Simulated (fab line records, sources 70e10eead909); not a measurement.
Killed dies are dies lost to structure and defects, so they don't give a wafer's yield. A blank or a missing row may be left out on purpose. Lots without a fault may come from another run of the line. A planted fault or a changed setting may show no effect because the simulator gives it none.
Chamber matching | flow nand_harc | NHARC_A_BLC_DESCUM_15 on rie_diel-03: 4 sister chambers
The step chemistry O2, time 3 s. 8 wafers are shown with their chamber, then 12 later ones without.

WAFERS WITH THEIR CHAMBER
wafer  | chamber | showerhead_plenum_p_Torr (Torr) | drypump_motor_current_A (A)
L079.5 | 2       | 1.92                            | 5.6
L080.5 | 1       | 1.78                            | 5.7
L081.5 | 0       | 1.93                            | 6.0
L081.6 | 1       | 1.78                            | 5.6
L084.5 | 0       | 1.92                            | 5.9
L086.3 | 2       | 1.92                            | 5.7
L086.4 | 3       | 1.78                            | 5.9
L086.6 | 3       | 1.78                            | 5.9

WAFERS WITHOUT THEIR CHAMBER
wafer  | showerhead_plenum_p_Torr (Torr) | drypump_motor_current_A (A)
L091.2 | 1.92                            | 6.0
L091.3 | 1.77                            | 5.6
L091.4 | 1.78                            | 5.9
L092.1 | 1.92                            | 5.6
L092.2 | 1.92                            | 5.9
L092.5 | 1.92                            | 5.6
L094.1 | 1.78                            | 6.0
L094.3 | 1.92                            | 5.6
L094.5 | 1.92                            | 5.6
L093.2 | 1.78                            | 6.0
L093.4 | 1.77                            | 5.7
L093.5 | 1.92                            | 6.0

WHICH CHAMBER EACH WENT THROUGH
wafer  | from the rows above     | in truth
L091.2 | 0                       | 0
L091.3 | 1                       | 1
L091.4 | 3                       | 3
L092.1 | 2                       | 2
L092.2 | 0                       | 0
L092.5 | 2                       | 2
L094.1 | 3                       | 3
L094.3 | 2                       | 2
L094.5 | 2                       | 2
L093.2 | 3                       | 3
L093.4 | can't be placed: 1 or 3 | 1
L093.5 | 0                       | 0
Placed correctly: 11 of 12. Can't be placed from these rows: 1 (the true chamber is among the candidates in 1). Placed wrongly: 0.
How it was worked out, from the rows above alone: a wafer's distance from a chamber is the root of the sum, over the readings, of the square of ((its reading less the chamber's mean) divided by the reading's scatter). The wafer belongs to the nearest chamber; if the next one is less than 2 further off, it can't be placed. A chamber's mean is the mean of its shown wafers. The scatter: the root of (the sum of the squares of (reading less its chamber's mean) over the shown wafers, divided by (wafers less chambers)).
